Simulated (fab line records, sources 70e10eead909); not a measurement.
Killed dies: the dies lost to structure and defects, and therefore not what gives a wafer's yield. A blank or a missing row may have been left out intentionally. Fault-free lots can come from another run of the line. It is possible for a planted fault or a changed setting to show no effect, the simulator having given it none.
A lot that was struck, set against a sound lot    flow nand harc    13 out of 1302 route steps
Sound: wafers L665.2, L665.5, L665.6. Struck: wafer L674.2. (L674.3, L674.4 of the same lot were not struck and are left out.) The cause comes at the end.
At each step with rows: each side's tool, then ch and its chambers, then its first start. Under that, the readings that differ: sound wafers    struck wafers    difference of the means    sigmas: that difference in standard deviations of wafers without a fault.
alike: same words and numbers on both sides, and readings whose means sit less than 2 such deviations apart. not compared: any withheld reading, any reading some wafer has no value for, any bound like >300 that may hide the same value, and any number with overlapping values for which the record gives no deviation.
A row with sigmas, a row that says differs or no value, or rows on one side alone: a step with any of these is where the two part. Numbers that have no deviation but don't overlap get no sigmas and don't part them. A reading missing from all wafers of one side parts the sides only when that side holds two or more wafers.

first, 9 steps without rows for these wafers: NHARC_A_STAIRCASE_DEHYDRATE_302 (time 120 s); NHARC_A_STAIRCASE_HMDS_303 (time 30 s); NHARC_A_STAIRCASE_COAT_304; NHARC_A_STAIRCASE_SOFTBAKE_305 (time 170 s); NHARC_A_STAIRCASE_EBR_306; NHARC_A_STAIRCASE_EXPOSE_307 (exposes mask CHOP 50); NHARC_A_STAIRCASE_PEB_308 (peb time 130 s); NHARC_A_STAIRCASE_DEVELOP_309 (time 140 s); NHARC_A_STAIRCASE_HARDBAKE_311 (time 140 s).
NHARC_A_STAIRCASE_DESCUM_312: chemistry O2, time 3 s.
  sound on rie diel-03 ch 2,3, day 18 21:24; struck on rie diel-03 ch 3, day 21 21:50
  alike: drypump motor current A, o2 flow sccm, oes product au, rf vpp V, showerhead plenum p Torr, throttle valve pct
  not compared: rf hours counter h
NHARC_A_STAIRCASE_ETCH_313: etches the open film in CF4/CHF3.
  sound on rie diel-03 ch 1,2, day 18 21:28; struck on rie diel-03 ch 1, day 21 21:55
  alike: drypump motor current A, oes product au, rf vpp V, showerhead plenum p Torr, throttle valve pct
  not compared: rf hours counter h
NHARC_A_STAIRCASE_HM_OPEN_463: chemistry O2/COS.
  sound on rie diel-03 ch 2,3, day 18 21:35; struck on rie diel-03 ch 3, day 21 22:04
reading                sound              struck  difference  sigmas
oes product au (a.u.)  0.995 1.005 1.004  0.922   -0.079      -10
  alike: drypump motor current A, o2 flow sccm, rf vpp V, showerhead plenum p Torr, throttle valve pct
  not compared: rf hours counter h
then, 1 step without rows for these wafers: NHARC_A_STAIRCASE_STRIP_464 (strips in O2/COS).

## WHERE THEY PART
At NHARC_A_STAIRCASE_HM_OPEN_463 and nowhere else, as far as this record goes.

WHY: what the simulator had put in
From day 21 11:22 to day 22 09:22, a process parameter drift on rie diel-03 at NHARC_A_STAIRCASE_HM_OPEN_463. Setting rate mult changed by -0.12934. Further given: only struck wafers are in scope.
